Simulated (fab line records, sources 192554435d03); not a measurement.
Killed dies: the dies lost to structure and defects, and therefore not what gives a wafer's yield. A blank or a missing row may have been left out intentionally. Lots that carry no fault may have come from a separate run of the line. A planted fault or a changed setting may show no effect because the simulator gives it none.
Split-lot experiment / flow n5_finfet / route with 1938 steps; 7 lots, 21 wafers read

== ABOUT THE SPLIT ==
At N5_BEOL_M8_PECVD_70 (deposits SiO2 from TEOS/O2, target thk 20 nm, time 22.7 s), the setting time_s was moved away from the recipe's 22.7 s on 9 of the 21 wafers read, by +8.0% to +13.1%. All remaining wafers had this setting at the recipe value.

The reading comes from the split's own step.

== THE READING ==
SiO2_of_BEOL_M8_PECVD_70.thk_nm (the simulator's own value, which no gauge read), in nm, at N5_BEOL_M8_PECVD_70 (deposits SiO2 from TEOS/O2, target thk 20 nm, time 22.7 s). The file does not state a usual value for it. Here, 12 wafers ran the recipe; their average is 19.9 nm with a standard deviation of 0.21 nm.

wafer=L078.3; tool, chamber at the split=pecvd-03, 2; time_s as run, s=22.7; against the recipe=recipe; SiO2_of_BEOL_M8_PECVD_70.thk_nm, nm=19.8; against lot-mates on the recipe=-
wafer=L078.4; tool, chamber at the split=pecvd-03, 2,0; time_s as run, s=22.7; against the recipe=recipe; SiO2_of_BEOL_M8_PECVD_70.thk_nm, nm=20; against lot-mates on the recipe=-
wafer=L078.5; tool, chamber at the split=pecvd-03, 2,0; time_s as run, s=22.7; against the recipe=recipe; SiO2_of_BEOL_M8_PECVD_70.thk_nm, nm=20; against lot-mates on the recipe=-
wafer=L081.1; tool, chamber at the split=pecvd-01, 1; time_s as run, s=25.54; against the recipe=+12.5%; SiO2_of_BEOL_M8_PECVD_70.thk_nm, nm=22.6; against lot-mates on the recipe=+2.8
wafer=L081.2; tool, chamber at the split=pecvd-01, 0; time_s as run, s=22.7; against the recipe=recipe; SiO2_of_BEOL_M8_PECVD_70.thk_nm, nm=19.8; against lot-mates on the recipe=-
wafer=L081.3; tool, chamber at the split=pecvd-01, 2; time_s as run, s=25.54; against the recipe=+12.5%; SiO2_of_BEOL_M8_PECVD_70.thk_nm, nm=22.2; against lot-mates on the recipe=+2.4
wafer=L080.1; tool, chamber at the split=pecvd-03, 0; time_s as run, s=22.7; against the recipe=recipe; SiO2_of_BEOL_M8_PECVD_70.thk_nm, nm=19.6; against lot-mates on the recipe=-
wafer=L080.3; tool, chamber at the split=pecvd-03, 2; time_s as run, s=22.7; against the recipe=recipe; SiO2_of_BEOL_M8_PECVD_70.thk_nm, nm=19.8; against lot-mates on the recipe=-
wafer=L080.6; tool, chamber at the split=pecvd-03, 2; time_s as run, s=22.7; against the recipe=recipe; SiO2_of_BEOL_M8_PECVD_70.thk_nm, nm=20; against lot-mates on the recipe=-
wafer=L083.2; tool, chamber at the split=pecvd-03, 1; time_s as run, s=25.68; against the recipe=+13.1%; SiO2_of_BEOL_M8_PECVD_70.thk_nm, nm=22.8; against lot-mates on the recipe=+2.4
wafer=L083.3; tool, chamber at the split=pecvd-03, 0; time_s as run, s=25.68; against the recipe=+13.1%; SiO2_of_BEOL_M8_PECVD_70.thk_nm, nm=22.6; against lot-mates on the recipe=+2.2
wafer=L083.5; tool, chamber at the split=pecvd-03, 0; time_s as run, s=22.7; against the recipe=recipe; SiO2_of_BEOL_M8_PECVD_70.thk_nm, nm=20.4; against lot-mates on the recipe=-
wafer=L089.2; tool, chamber at the split=pecvd-01, 2; time_s as run, s=24.51; against the recipe=+8.0%; SiO2_of_BEOL_M8_PECVD_70.thk_nm, nm=21.4; against lot-mates on the recipe=no lot-mate on the recipe
wafer=L089.4; tool, chamber at the split=pecvd-01, 1; time_s as run, s=24.51; against the recipe=+8.0%; SiO2_of_BEOL_M8_PECVD_70.thk_nm, nm=21.8; against lot-mates on the recipe=no lot-mate on the recipe
wafer=L089.6; tool, chamber at the split=pecvd-01, 2; time_s as run, s=24.51; against the recipe=+8.0%; SiO2_of_BEOL_M8_PECVD_70.thk_nm, nm=22; against lot-mates on the recipe=no lot-mate on the recipe
wafer=L090.2; tool, chamber at the split=pecvd-01, 2,0; time_s as run, s=22.7; against the recipe=recipe; SiO2_of_BEOL_M8_PECVD_70.thk_nm, nm=19.8; against lot-mates on the recipe=-
wafer=L090.5; tool, chamber at the split=pecvd-01, 2,0; time_s as run, s=22.7; against the recipe=recipe; SiO2_of_BEOL_M8_PECVD_70.thk_nm, nm=19.8; against lot-mates on the recipe=-
wafer=L090.3; tool, chamber at the split=pecvd-01, 2; time_s as run, s=25.44; against the recipe=+12.1%; SiO2_of_BEOL_M8_PECVD_70.thk_nm, nm=22.2; against lot-mates on the recipe=+2.4
wafer=L096.2; tool, chamber at the split=pecvd-01, 1; time_s as run, s=22.7; against the recipe=recipe; SiO2_of_BEOL_M8_PECVD_70.thk_nm, nm=20; against lot-mates on the recipe=-
wafer=L096.3; tool, chamber at the split=pecvd-01, 1; time_s as run, s=25.41; against the recipe=+11.9%; SiO2_of_BEOL_M8_PECVD_70.thk_nm, nm=22.4; against lot-mates on the recipe=+2.6
wafer=L096.4; tool, chamber at the split=pecvd-01, 0; time_s as run, s=22.7; against the recipe=recipe; SiO2_of_BEOL_M8_PECVD_70.thk_nm, nm=19.6; against lot-mates on the recipe=-
The file does not say which wafer passed through which chamber wherever a row lists several chambers: such a row stands for several wafers.

THE FIT
A straight line over all 21 wafers: SiO2_of_BEOL_M8_PECVD_70.thk_nm changes by +0.209 nm for each +1% of time_s; r = +0.98; the points scatter about the line by 0.23 nm.
The same after taking each lot's own level away (the mean of its wafers on the recipe; 18 wafers): +0.196 nm for each +1%; r = +0.99; scatter 0.19 nm.
According to that fit, moving time_s by its largest amount changes the reading by 2.6 nm.
The span of the lots' own levels, 19.80 to 20.40 nm, comes to 2.9 times the standard deviation stated above.
Consequently the slope shifts little with the lot-to-lot level, the two slopes agreeing.
Check: +2.61 nm against its lot-mates is what the line predicts for one of the wafers moved furthest among these (+13.1%) when that wafer is left out of the fit. Against them it came out at +2.4 nm.

== THE OTHER SPLITS THESE WAFERS WENT THROUGH ==
Note: prior to the reading, these wafers also went through further splits. Each is held against what the fit with the lots' levels taken away leaves over:
other split on the same wafers=N5_BEOL_M6_EXPOSE_25 dose_mj; wafers away from the commonest value=5; r with SiO2_of_BEOL_M8_PECVD_70.thk_nm (lot level and that fit taken away)=-0.07
other split on the same wafers=N5_BEOL_M6_ETCH_66 bias_w; wafers away from the commonest value=7; r with SiO2_of_BEOL_M8_PECVD_70.thk_nm (lot level and that fit taken away)=+0.06
other split on the same wafers=N5_BEOL_M7_EXPOSE_25 dose_mj; wafers away from the commonest value=8; r with SiO2_of_BEOL_M8_PECVD_70.thk_nm (lot level and that fit taken away)=-0.09
other split on the same wafers=N5_BEOL_M7_ETCH_66 bias_w; wafers away from the commonest value=4; r with SiO2_of_BEOL_M8_PECVD_70.thk_nm (lot level and that fit taken away)=+0.36

== THE FILE'S OWN FIT ==
SiO2_of_BEOL_M8_PECVD_70.thk_nm changes by +0.199 nm for each +1% of time_s, r = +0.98.
